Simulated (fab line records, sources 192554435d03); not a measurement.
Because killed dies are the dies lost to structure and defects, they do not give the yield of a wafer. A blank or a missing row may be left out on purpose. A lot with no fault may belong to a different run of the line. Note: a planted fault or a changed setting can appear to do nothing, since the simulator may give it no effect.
fab line records	flow n5-finfet
record lots=3	wafers=9	last-day=18
route steps=1938 shown BEOL_M4@1021 PASSIVATION@1936
lots that met no fault: taken from a fault-free run of the same line
start-h: the number of hours between the record's first day and the start of the first shown wafer of the lot	wait-h: hours since the lot's step before	" same as the row above	L1.1+2: a row that stands for several wafers	- no value, or no start was given	* or withheld: withheld	< > ~ a bound
route shown NAME@n: a module of which the file shows steps, and the number in the route of the first	usual: mean and standard deviation over wafers with no fault	same: alike in all rows	chamber/n: place in a boat	sites: readings site by site	_std_site: the standard deviation of these	_edge_site: outer sites' mean less inner sites'	radius-mm: how far each site lies from the wafer's centre	mask NAME#n: copy n	behind: tool/chamber where the wafer was last shaped	hold: the reason the lot was held/the length of the hold in hours/how it ended	device: the n, p or np transistor that did not switch	end of line: the tests these same wafers got at the end of their route	a step given without rows: its recipe and nothing more	killed: count of dies lost to structure and defects at first sort (not the wafer's yield)	map: the dies of a wafer, with x for killed, . for not killed, _ for no die there
set.NAME: the setting the step ran with; set.NAME@STEP: the setting that earlier step ran with	model.NAME: the simulator's own value behind a step, which no gauge read
a table for each step, a row for each wafer; lots at some steps of the route
services: a tool's chamber out of use, with start hour (start-h, from the record's first day; less than 0 if before it), hours out, and reason
## steps
# step N5_BEOL_M4_ILD_DEP_00
# recipe material=SiOC	target-thk-a=790	temp-c=350	precursor=DEMS/O2	pressure-torr=5	rf-w=500	time-s=15.3
# step N5_BEOL_M4_PECVD_72
# recipe material=SiO2	target-thk-a=160	temp-c=400	precursor=TEOS/O2	pressure-torr=5.5	rf-w=450	teos-flow-sccm=53.8	gas=O2	flow-sccm=3000	time-s=18
# step N5_BEOL_M4_HM_DEP_02
# recipe material=TiN	target-thk-a=200	temp-c=25	chamber-pressure-pa=0.49996
# step N5_BEOL_M4_COAT_61
# recipe resist=SOC	temp-c=250	time-s=60	spin-rpm=1500	resist-thk-nm=60
# step N5_BEOL_M4_COAT_62
# recipe resist=SiARC	temp-c=220	time-s=60	spin-rpm=1500	resist-thk-nm=12
# step N5_BEOL_M4_COAT_73
# recipe resist=underlayer	temp-c=205	time-s=60	spin-rpm=1500	resist-thk-nm=5
# step N5_BEOL_M4_COAT_05
# recipe resist=CAR-EUV	spin-rpm=1500	resist-thk-nm=30
# step N5_BEOL_M4_EBR_07
# recipe solvent=PGMEA	ebr-width-mm=1.5
# step N5_BEOL_M4_SOFTBAKE_06
# recipe temp-c=110	time-s=60	resist=CAR-EUV
# step N5_BEOL_M4_EXPOSE_08
# recipe mask-id=M4	na=0.33	source-shape=dipole	sigma-inner=0.369	sigma-outer=0.767	polarization=unpolarized	dose-mj=41.25
# same dipole-opening-deg=79.7
lot.wafer	tool	chamber	start-h	wait-h	mask
L464.1+2+5	euv-scanner-01	0	183.53	-	M4#0
L471.1+4+5	euv-scanner-01	0	230.55	-	M4#0
L482.2+4+6	euv-scanner-02	0	311.90	-	M4#0
# step N5_BEOL_M4_PEB_09
# recipe peb-temp-c=100	peb-time-s=60	resist=CAR-EUV
# step N5_BEOL_M4_DEVELOP_10
# recipe develop-time-s=30	developer=TMAH	resist=CAR-EUV	rinse-liquid=surfactant-rinse	dry=air-spin	dev-temp-c=23
# step N5_BEOL_M4_CD_MEAS_11
# recipe target-cd-nm=16.79	landing-energy-ev=500	detector=se-inlens	polarity=opening
# usual cd-nm=16.83/0.26
# same landing-energy-ev=500
lot.wafer	tool	chamber	start-h	wait-h	cd-nm
L464.1	cd-sem-03	0	183.67	-	17.02
L464.2	"	0	"	"	17.14
L464.5	"	0	"	"	16.54
L471.1	cd-sem-02	0	230.68	-	15.47
L471.4	"	0	"	"	15.70
L471.5	"	0	"	"	16.04
L482.2	cd-sem-03	0	312.02	-	17.19
L482.4	"	0	"	"	16.75
L482.6	"	0	"	"	16.71
# step N5_BEOL_M4_DESCUM_16
# recipe chemistry=O2	time-s=7	source-power-w=50	bias-power-w=20	pressure-mtorr=20	rf-frequency-hz=2.712e+07	temp-c=40	resist=CAR-EUV	o2-flow-sccm=225
# step N5_BEOL_M4_ETCH_74
# recipe chemistry=N2/H2	target=underlayer	target-depth-a=65	mask-material=CAR-EUV	time-s=5.2	ion-energy-ev=200	pressure-mtorr=30	source-w=840	bias-w=150	n2-flow-sccm=200	h2-flow-sccm=200	ends=cleared
# usual drypump-motor-current-A=5.6/0.44	etch-rf-on-time-s=5.18/0.078	oes-product-au=0.68/0.066	rf-vpp-V=523.7/3	showerhead-plenum-p-Torr=2.54/0.096	throttle-valve-pct=17.85/0.22
lot.wafer	tool	chamber	start-h	wait-h	drypump-motor-current-A	etch-rf-on-time-s	oes-product-au	rf-hours-counter-h	rf-vpp-V	showerhead-plenum-p-Torr	throttle-valve-pct	model.BEOL_M4.cd-offset-nm
L464.1	rie-diel-01	3	183.98	0.0	5.4	5.22	0.67	98	521.4	2.46	17.54	0
L464.2	"	1	"	"	5.7	5.24	0.59	226	523.1	2.50	18.00	0
L464.5	"	1	"	"	5.7	5.32	0.59	-	522.2	2.50	17.99	0
L471.1	rie-diel-06	0	230.90	0.0	4.8	5.14	0.70	79	527.1	2.67	17.88	-1
L471.4	"	0	"	"	4.8	5.09	0.71	-	528.2	2.67	17.89	-1
L471.5	"	2	"	"	5.8	5.22	0.59	-	522.1	2.51	18.06	-0.6
L482.2	rie-diel-01	2	312.18	0.0	5.3	5.21	0.63	168	518.9	2.43	17.89	0
L482.4	"	3	"	"	5.4	5.24	0.65	151	520.5	2.44	17.65	0
L482.6	"	2	"	"	5.3	5.16	0.62	-	519.3	2.43	17.84	0
# step N5_BEOL_M4_ETCH_63
# recipe chemistry=CF4	target=SiARC	target-depth-a=156	mask-material=CAR-EUV	time-s=26	ion-energy-ev=80	pressure-mtorr=40	source-w=545	bias-w=36	Ar_flow_sccm=100	cf4-flow-sccm=100	ends=cleared
# step N5_BEOL_M4_ETCH_64
# recipe chemistry=N2/H2	target=SOC	target-depth-a=750	overetch-a=225	mask-material=SiARC	temp-c=40	time-s=121.9	ion-energy-ev=200	pressure-mtorr=30	source-w=840	bias-w=150	n2-flow-sccm=200	h2-flow-sccm=200
# step N5_BEOL_M4_STRIP_65
# recipe chemistry=N2/H2	temp-c=40	n2-flow-sccm=200	h2-flow-sccm=200	rf-frequency-hz=6e+07
# step N5_BEOL_M4_STRIP_75
# recipe chemistry=N2/H2	temp-c=40	n2-flow-sccm=200	h2-flow-sccm=200	rf-frequency-hz=6e+07
# step N5_BEOL_M4_STRIP_66
# recipe chemistry=CF4	resist=SiARC	power-w=300	bias-power-w=75	pressure-mtorr=50	cf4-flow-sccm=150	rf-frequency-hz=6e+07
# step N5_BEOL_M4_HM_OPEN_17
# recipe chemistry=Cl2/BCl3	target-depth-a=200	overetch-a=60	target=TiN	mask-material=SOC	ion-energy-ev=150	pressure-mtorr=10	icp-w=1000	bias-w=126	Cl2_flow_sccm=53.25	bcl3-flow-sccm=21.75	Ar_flow_sccm=25
# usual drypump-motor-current-A=5.8/0.35	oes-product-au=0.67/0.091	throttle-valve-pct=22.01/0.14
lot.wafer	tool	chamber	start-h	wait-h	drypump-motor-current-A	oes-product-au	rf-hours-counter-h	throttle-valve-pct	model.BEOL_M4.cd-offset-nm
L464.1	rie-metal-01	1	184.20	0.0	5.4	0.55	107	22.19	0
L464.2	"	0	"	"	5.5	0.75	13	22.03	0
L464.5	"	0	"	"	5.6	0.75	-	22.04	0
L471.1	rie-metal-02	1	231.12	0.0	6.2	0.77	9	21.79	-1
L471.4	"	1	"	"	6.2	0.76	-	21.80	-1
L471.5	"	1	"	"	6.2	0.78	-	21.79	-0.6
L482.2	rie-metal-01	1	312.40	0.0	5.3	0.53	118	22.22	0.2
L482.4	"	0	"	"	5.6	0.71	-	22.06	0.2
L482.6	"	0	"	"	5.6	0.71	-	22.06	0.2
# step N5_BEOL_M4_STRIP_19
# recipe chemistry=O2	power-w=400	temp-c=40	pressure-mtorr=30	rf-frequency-hz=6e+07	bias-power-w=0	overash-fraction=0.2	o2-flow-sccm=225
# step N5_BEOL_M4_CD_MEAS_18
# recipe pitch-nm=36	target-cd-nm=18
# usual cd-nm=18.08/0.3
lot.wafer	tool	chamber	start-h	wait-h	cd-nm
L464.1	cd-sem-01	-	184.38	0.0	18.33
L464.2	"	-	"	"	17.82
L464.5	"	-	"	"	18.28
L471.1	cd-sem-03	-	231.30	0.0	17.17
L471.4	"	-	"	"	16.92
L471.5	"	-	"	"	17.46
L482.2	cd-sem-02	-	312.65	0.1	18.14
L482.4	"	-	"	"	18.01
L482.6	"	-	"	"	17.86
# step N5_BEOL_M4_COAT_67
# recipe resist=SOC	temp-c=250	time-s=60	spin-rpm=1500	resist-thk-nm=60
# step N5_BEOL_M4_RC_MEAS_101
# usual DIBL_N=35.7/1.3	DIBL_P=35.4/1.8	IOFF_N=0.152/0.027	IOFF_P=0.20/0.034	ION_N=672/9.8	ION_P=461/7.5	SS_N=71.4/0.55	SS_P=73.1/0.61	VT_N=251/3.3	VT_P=-251/3.6
lot.wafer	tool	chamber	start-h	wait-h	DIBL_N[mV/V]	DIBL_P[mV/V]	IOFF_N[nA/um]	IOFF_P[nA/um]	ION_N[uA/um]	ION_P[uA/um]	SS_N[mV/dec]	SS_P[mV/dec]	VT_N[mV]	VT_P[mV]
L464.1	prober-02	0	194.14	0.0	36.9	37.4	0.191	0.26	683	474	71.7	73.5	246	-244
L464.2	"	0	"	"	35.7	35.7	0.175	0.24	688	468	71.8	73.3	245	-246
L464.5	"	0	"	"	35.2	35.9	0.163	0.23	683	473	71.4	73.9	249	-245
L482.2	prober-02	0	318.63	0.2	33.7	33.3	0.112	0.18	669	470	70.2	72.8	255	-250
L482.4	"	0	"	"	32.7	31.1	0.097	0.15	661	459	71.1	72.6	258	-252
L482.6	"	0	"	"	32.1	30.5	0.093	0.16	651	457	70.2	72.6	257	-253
# step N5_PASSIVATION_PROBE_49
# usual defect-limited-yield=91.5/1.3	killed_at_M0_to_M3=33/11	killed_at_M4_up=14/5.3	killed-at-contacts=11/6.3	killed-at-front-end=38/10	killed-at-other=3.7/2.8	killed-dies=101/16	killed-on-rim=13/3.4	killed-open=67/12	killed-short=32/7.4	sort_bin_5_function=5.0/0.86	sort_bin_6_memory=3.2/0.69	sort-n-pass=1079/16	sort-yield-pct=91.5/1.3
# same gross-dies=1180	killed-at-back-side=0	sort_bin_4_leakage[%]=0	sort_bin_8_speed[%]=0
lot.wafer	tool	chamber	start-h	wait-h	defect-limited-yield[%]	killed_at_M0_to_M3	killed_at_M4_up	killed-at-contacts	killed-at-front-end	killed-at-other	killed-dies	killed-on-rim	killed-open	killed-short	sort_bin_5_function[%]	sort_bin_6_memory[%]	sort-n-pass	sort-yield-pct[%]
L464.1	prober-01	-	304.24	0.0	89.8	39	15	25	39	2	120	21	77	42	5.9	3.6	1060	89.8
L464.2	prober-01	-	304.29	0.1	90.5	31	10	23	46	2	112	14	72	40	5.0	4.3	1068	90.5
L464.5	prober-01	-	304.44	0.2	89.7	33	20	16	50	2	121	20	80	40	5.8	4.2	1059	89.7
L471.1	prober-01	-	347.49	0.0	0	36	1098	13	28	5	1180	152	69	25	15.2	3.4	0	0
L471.4	prober-01	-	347.64	0.2	0	44	1075	20	34	7	1180	152	77	38	8.9	3.5	0	0
L471.5	prober-01	-	347.69	0.2	0	26	1106	2	42	4	1180	152	65	21	39.7	3.2	0	0
L482.2	prober-02	-	422.16	0.1	91.9	31	6	15	39	4	95	9	68	26	4.2	3.5	1085	91.9
L482.4	prober-02	-	422.26	0.2	93.6	23	10	12	22	8	75	10	56	19	3.8	2.3	1105	93.6
L482.6	prober-02	-	422.36	0.3	91.5	44	10	5	36	5	100	11	62	36	5.3	3.0	1080	91.5
# killed by level:class
L464.1 MOL_CONTACT_COAG:geometric-particle:open=20 BEOL_M1:geometric-particle:open=10 FIN_SAQP:geometric-particle:short=9 BEOL_M0_SAQP:geometric-particle:short=9 FIN_SAQP:geometric-particle:open=8 BEOL_M4:geometric-particle:open=6 MOL_CONTACT_COAG:geometric-particle:short=5 BEOL_M3:geometric-particle:open=5
L464.2 MOL_CONTACT_COAG:geometric-particle:open=20 FIN_SAQP:geometric-particle:short=11 BEOL_M1:geometric-particle:open=8 GATE_CUT:geometric-particle:short=7 BEOL_M0_SAQP:geometric-particle:short=6 FIN_SAQP:geometric-particle:open=5 ILD0:geometric-particle:short=5 BEOL_M0_SAQP:geometric-particle:open=5
L464.5 MOL_CONTACT_COAG:geometric-particle:open=12 BEOL_M4:geometric-particle:open=12 FIN_SAQP:geometric-particle:open=9 BEOL_M1:geometric-particle:open=9 FIN_SAQP:geometric-particle:short=7 BEOL_M0_SAQP:geometric-particle:open=7 BEOL_M2:geometric-particle:open=7 STI_FIN_REVEAL:geometric-particle:open=6
L471.1 BEOL_M4:area-expose=1081 MOL_CONTACT_COAG:geometric-particle:open=10 STI_FIN_REVEAL:geometric-particle:open=9 BEOL_M2:geometric-particle:open=8 BEOL_M4:geometric-particle:open=8 BEOL_M0_SAQP:geometric-particle:short=7 BEOL_M0_SAQP:geometric-particle:open=7 FIN_SAQP:geometric-particle:short=4
L471.4 BEOL_M4:area-expose=1059 MOL_CONTACT_COAG:geometric-particle:open=14 BEOL_M1:geometric-particle:open=10 STI_FIN_REVEAL:geometric-particle:open=8 BEOL_M4:geometric-particle:open=8 MOL_CONTACT_COAG:geometric-particle:short=6 BEOL_M0_SAQP:geometric-particle:short=6 BEOL_M2:geometric-particle:open=6
L471.5 BEOL_M4:area-expose=1089 STI_FIN_REVEAL:geometric-particle:open=16 BEOL_M1:geometric-particle:open=9 BEOL_M4:geometric-particle:open=8 FIN_SAQP:geometric-particle:short=6 DUMMY_GATE:geometric-particle:open=6 BEOL_M3:geometric-particle:open=5 FIN_SAQP:geometric-particle:open=3
L482.2 MOL_CONTACT_COAG:geometric-particle:open=13 STI_FIN_REVEAL:geometric-particle:open=10 BEOL_M3:geometric-particle:open=9 FIN_SAQP:geometric-particle:open=7 FIN_SAQP:geometric-particle:short=7 BEOL_M2:geometric-particle:open=7 BEOL_M1:geometric-particle:open=5 FIN_CUT:geometric-particle:short=3
L482.4 MOL_CONTACT_COAG:geometric-particle:open=8 BEOL_M1:geometric-particle:open=7 BEOL_M3:geometric-particle:open=7 STI_FIN_REVEAL:geometric-particle:open=6 BEOL_M4:geometric-particle:open=6 DUMMY_GATE:geometric-particle:open=5 MOL_CONTACT_COAG:geometric-particle:short=4 BEOL_M2:geometric-particle:open=4
L482.6 BEOL_M3:geometric-particle:open=15 FIN_SAQP:geometric-particle:short=9 STI_FIN_REVEAL:geometric-particle:open=9 BEOL_M0_SAQP:geometric-particle:short=8 BEOL_M0_SAQP:geometric-particle:open=7 BEOL_M2:geometric-particle:open=6 GATE_CUT:geometric-particle:short=6 FIN_SAQP:geometric-particle:open=5
# map L471.1 (x killed, . not)
_________________xxxxxxxxxxxx________________
______________xxxxxxxxxxxxxxxxxx_____________
___________xxxxxxxxxxxxxxxxxxxxxxxx__________
__________xxxxxxxxxxxxxxxxxxxxxxxxxx_________
________xxxxxxxxxxxxxxxxxxxxxxxxxxxxxx_______
_______xxxxxxxxxxxxxxxxxxxxxxxxxxxxxxxx______
______xxxxxxxxxxxxxxxxxxxxxxxxxxxxxxxxxx_____
_____xxxxxxxxxxxxxxxxxxxxxxxxxxxxxxxxxxxx____
____xxxxxxxxxxxxxxxxxxxxxxxxxxxxxxxxxxxxxx___
___xxxxxxxxxxxxxxxxxxxxxxxxxxxxxxxxxxxxxxxx__
___xxxxxxxxxxxxxxxxxxxxxxxxxxxxxxxxxxxxxxxx__
__xxxxxxxxxxxxxxxxxxxxxxxxxxxxxxxxxxxxxxxxxx_
__xxxxxxxxxxxxxxxxxxxxxxxxxxxxxxxxxxxxxxxxxx_
_xxxxxxxxxxxxxxxxxxxxxxxxxxxxxxxxxxxxxxxxxxxx
_xxxxxxxxxxxxxxxxxxxxxxxxxxxxxxxxxxxxxxxxxxxx
_xxxxxxxxxxxxxxxxxxxxxxxxxxxxxxxxxxxxxxxxxxxx
_xxxxxxxxxxxxxxxxxxxxxxxxxxxxxxxxxxxxxxxxxxxx
_xxxxxxxxxxxxxxxxxxxxxxxxxxxxxxxxxxxxxxxxxxxx
_xxxxxxxxxxxxxxxxxxxxxxxxxxxxxxxxxxxxxxxxxxxx
_xxxxxxxxxxxxxxxxxxxxxxxxxxxxxxxxxxxxxxxxxxxx
_xxxxxxxxxxxxxxxxxxxxxxxxxxxxxxxxxxxxxxxxxxxx
__xxxxxxxxxxxxxxxxxxxxxxxxxxxxxxxxxxxxxxxxxx_
__xxxxxxxxxxxxxxxxxxxxxxxxxxxxxxxxxxxxxxxxxx_
___xxxxxxxxxxxxxxxxxxxxxxxxxxxxxxxxxxxxxxxx__
___xxxxxxxxxxxxxxxxxxxxxxxxxxxxxxxxxxxxxxxx__
____xxxxxxxxxxxxxxxxxxxxxxxxxxxxxxxxxxxxxx___
_____xxxxxxxxxxxxxxxxxxxxxxxxxxxxxxxxxxxx____
______xxxxxxxxxxxxxxxxxxxxxxxxxxxxxxxxxx_____
_______xxxxxxxxxxxxxxxxxxxxxxxxxxxxxxxx______
________xxxxxxxxxxxxxxxxxxxxxxxxxxxxxx_______
__________xxxxxxxxxxxxxxxxxxxxxxxxxx_________
___________xxxxxxxxxxxxxxxxxxxxxxxx__________
______________xxxxxxxxxxxxxxxxxx_____________
_________________xxxxxxxxxxxx________________
# map L464.5 (x killed, . not)
_________________......xx...x________________
______________.x................_____________
___________..........x..x......x..x__________
__________....x................x...._________
________.....x........................_______
_______..........x...........x..xx.....______
______.........x.................x..x.x._____
_____..x.................x....xx...x.....____
____...........x..........x...............___
___..x.x..........................x........__
___.................x....x.............x...__
__xx........x.x...x........x......x..x......_
__.............xx........x.................._
_...x..................xx........x........xx.
_................................x....x.x....
_x.x...x.x..........................x........
_...x........x.........x........x............
_.....x.x.x.............x....xx..........xx..
_............x....xx.........x...............
_................x...........x.x..........x..
_........................x...................
__......x........xx..............x......x..._
__x.....x........x...........x.............._
___.....x.....x.................x..........__
___......x........x.x...........x...x.....x__
____..................x...................___
_____..............xx.....x..............____
______.........................x.......x_____
_______........x.x...x..............xx.______
________....x......xx......x.........._______
__________.......x...xx............._________
___________................x...x...__________
______________.x..........x....._____________
_________________.x.x..x.....________________
## services
tool	chamber	start-h	hours	kind
euv-scanner-01	-	163.87	1.1	repair
euv-scanner-02	-	182.26	1.0	pm
rie-diel-06	-	186.01	2.8	pm
euv-scanner-01	0	189.35	-	calibration
euv-scanner-02	-	190.35	0.1	repair
rie-diel-06	2	193.07	5.0	repair
euv-scanner-02	-	194.88	0.3	repair
euv-scanner-01	-	198.16	1.0	pm
euv-scanner-02	-	199.17	6.2	pm
euv-scanner-02	-	221.81	1.0	pm
euv-scanner-01	-	244.81	4.6	pm
rie-diel-01	0	246.77	-	clean
rie-diel-01	0	246.77	-	consumable-replace:focus-ring
rie-diel-01	0	246.77	17.1	scheduled-down
rie-diel-01	0	246.77	17.1	vent-cycle
rie-diel-06	0	248.46	12.2	repair
rie-diel-06	2	253.30	11.7	repair
euv-scanner-01	-	254.31	1.0	pm
rie-diel-01	1	263.83	-	clean
rie-diel-01	1	263.83	-	consumable-replace:focus-ring
euv-scanner-02	-	276.16	4.0	repair
euv-scanner-02	-	280.18	1.0	pm
euv-scanner-02	-	302.59	0.9	repair
euv-scanner-01	-	310.46	1.0	pm
## key
first-sign step=N5_BEOL_M4_CD_MEAS_11	reading=cd-nm	direction=down	sigmas=4.2	usual=16.83	struck=15.74
effect step=N5_BEOL_M4_CD_MEAS_18	reading=cd-nm	direction=down	sigmas=3	usual=18.08	struck=17.18
effect step=N5_PASSIVATION_PROBE_49	reading=killed_at_M4_up	direction=up	sigmas=99+	usual=14	struck=1093
model-effect step=N5_BEOL_M4_ETCH_74	value=BEOL_M4.cd-offset-nm	without=0.1333	struck=-0.8667
model-effect step=N5_BEOL_M4_HM_OPEN_17	value=BEOL_M4.cd-offset-nm	without=0.1333	struck=-0.8667
more-kills-born-at N5_BEOL_M4_EXPOSE_08@euv-scanner-01=3229
met-at N5_BEOL_M4_EXPOSE_08
struck-wafers L471.1,L471.4,L471.5
later-rows-left-out L471.1,L471.4,L471.5
onset-between 183.53 230.55
fault kind=process-parameter-drift	tool=euv-scanner-01	chamber=-	onset-h=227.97	steps=N5_BEOL_M4_EXPOSE_08	channel=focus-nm	offset=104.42	spread-by-wafer=0.3	shape=step	end-h=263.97
# later-rows-left-out: the simulator's readings of these wafers behind a module that went badly wrong aren't trusted and aren't shown, but for the sort
